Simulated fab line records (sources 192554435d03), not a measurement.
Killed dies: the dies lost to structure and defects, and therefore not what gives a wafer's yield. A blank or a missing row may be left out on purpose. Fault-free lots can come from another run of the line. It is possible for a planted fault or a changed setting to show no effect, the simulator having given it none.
A lot that was struck, set against a sound lot :: flow n5_finfet :: 18 out of 1938 route steps
Sound: these wafers, L500.1, L500.3, L500.6. Struck: wafer L511.4; the same lot's L511.3 was not struck, so it is left out; see the end for the cause.
For every step that has rows: the tool of each side, followed by ch and its chambers, followed by its first start. Under that, the readings that differ: sound wafers :: struck wafers :: difference of the means :: sigmas: that difference in standard deviations of wafers without a fault.
alike: readings with means less than 2 such deviations apart, plus words and numbers identical on both sides. not compared: withheld readings, readings lacking a value on some wafer, bounds such as >300 that could conceal the same value, and numbers that have no deviation in the record and whose values overlap.
The two part at a step that has a row with sigmas, a row that says differs or no value, or rows on one side only. Numbers that don't overlap but have no deviation are shown without sigmas and don't part them. Lack of a reading on every wafer of one side parts them only where that side has two or more wafers.

first, 7 steps without rows for these wafers: N5_BEOL_M0_CUTY_COAT_50 (time 60 s, resist thk 15 nm); N5_BEOL_M0_CUTY_COAT_51 (resist thk 150 nm); N5_BEOL_M0_CUTY_EBR_52; N5_BEOL_M0_CUTY_SOFTBAKE_53 (time 60 s); N5_BEOL_M0_CUTY_EXPOSE_54 (exposes mask M0 ABLK); N5_BEOL_M0_CUTY_PEB_55 (peb time 60 s); N5_BEOL_M0_CUTY_DEVELOP_56 (develop time 30 s).
N5_BEOL_M0_CUTY_CD_MEAS_57 targets a cd of 200 nm.
  sound on cd_sem-01 ch 0, day 7 10:10; struck on cd_sem-01 ch 0, day 10 01:19
  alike: cd_nm
N5_BEOL_M0_CUTY_OVL_MEAS_58:
  sound on overlay-01 ch 0, day 7 10:12; struck on overlay-01 ch 0, day 10 01:20
  alike: M0_ABLK_OVL
N5_BEOL_M0_CUTY_INSPECT_59: inspects for defects (macro).
  sound: defect_inspect-02 at day 7 10:13; struck: defect_inspect-02 at day 10 01:22
  alike: raw_defect_count
N5_BEOL_M0_CUTY_DESCUM_61: chemistry O2, time 7.9 s.
  sound on rie_diel-03 ch 0,1, day 7 10:16; struck on rie_diel-04 ch 3, day 10 01:23
  alike: drypump_motor_current_A, oes_product_au, rf_vpp_V, showerhead_plenum_p_Torr, throttle_valve_pct
  not compared: rf_hours_counter_h
N5_BEOL_M0_CUTY_ETCH_62: etches SiARC in CF4, time 58.5 s.
  sound on rie_diel-03 ch 0,1, day 7 10:18; struck on rie_diel-04 ch 3, day 10 01:26
  alike: bias_w, drypump_motor_current_A, etch_rf_on_time_s, oes_product_au, rf_vpp_V, showerhead_plenum_p_Torr, throttle_valve_pct
  not compared: rf_hours_counter_h
N5_BEOL_M0_CUTY_ETCH_63: etches SOC in N2/H2, target depth 82.7 nm, overetch 16.5 nm, time 124 s.
  sound on rie_diel-03 ch 0,1, day 7 10:20; struck on rie_diel-04 ch 3, day 10 01:28
reading: model.SiO2_of_BEOL_M0_SAQP_SPACER2_ALD_26.thk_nm (nm)
sound: 7.2 7 7.2
struck: 5.6
difference: -1.5
sigmas: 
  alike: bias_w, drypump_motor_current_A, oes_product_au, rf_vpp_V, showerhead_plenum_p_Torr, throttle_valve_pct
  not compared: rf_hours_counter_h
then, 1 step without rows for these wafers: N5_BEOL_M0_CUTY_STRIP_64 (strips in N2/H2).
N5_BEOL_M0_ETCH_138: etches SiCN in CH3F/O2, target depth 12 nm, time 31.6 s.
  sound on rie_diel-03 ch 0,1, day 7 10:28; struck on rie_diel-04 ch 3, day 10 01:36
reading: etch_rf_on_time_s (s)
sound: 28.7 28.8 28.3
struck: 30.4
difference: +1.8
sigmas: +2
  alike: bias_w, drypump_motor_current_A, oes_product_au, rf_vpp_V, showerhead_plenum_p_Torr, throttle_valve_pct
  not compared: rf_hours_counter_h
N5_BEOL_M0_HM_OPEN_105: chemistry Cl2/BCl3, target TiN, target depth 12 nm.
  sound on rie_metal-01 ch 0,1, day 7 14:30; struck on rie_metal-02 ch 1, day 10 02:51
reading: model.SiO2_of_BEOL_M0_SAQP_SPACER2_ALD_26.thk_nm (nm)
sound: 2.8 2.6 2.8
struck: 1.6
difference: -1.1
sigmas: 
  alike: bias_w, drypump_motor_current_A, oes_product_au, throttle_valve_pct
  not compared: rf_hours_counter_h
N5_BEOL_M0_STRIP_140: strips in CF4.
  sound on rie_diel-06 ch 2,3, day 7 14:40; struck on rie_diel-04 ch 2, day 10 02:58
reading: oes_product_au (a.u.)
sound: 0.71 0.98 0.97
struck: 0.67
difference: -0.22
sigmas: -3
  alike: drypump_motor_current_A, power_w, rf_vpp_V, showerhead_plenum_p_Torr, throttle_valve_pct
  not compared: rf_hours_counter_h
-- the record jumps here: 2 days lie between the struck wafers' starts before and after (it left off in module BEOL_M0 and takes up again in module BEOL_M4, whose first step shown is number 1111 of the route) --
N5_BEOL_M4_RC_MEAS_101:
  sound on prober-01 ch 0, day 9 12:20; struck on prober-01 ch 0, day 12 04:23
  alike: DIBL_N, DIBL_P, IOFF_N, IOFF_P, ION_N, ION_P, SS_N, SS_P, VT_N, VT_P

## WHERE THEY PART
Earliest at N5_BEOL_M0_ETCH_138; latest, in this record, at N5_BEOL_M0_STRIP_140. Later steps at which nothing parts them and some readings are alike: N5_BEOL_M4_RC_MEAS_101.

WHY: what had been put in by the simulator
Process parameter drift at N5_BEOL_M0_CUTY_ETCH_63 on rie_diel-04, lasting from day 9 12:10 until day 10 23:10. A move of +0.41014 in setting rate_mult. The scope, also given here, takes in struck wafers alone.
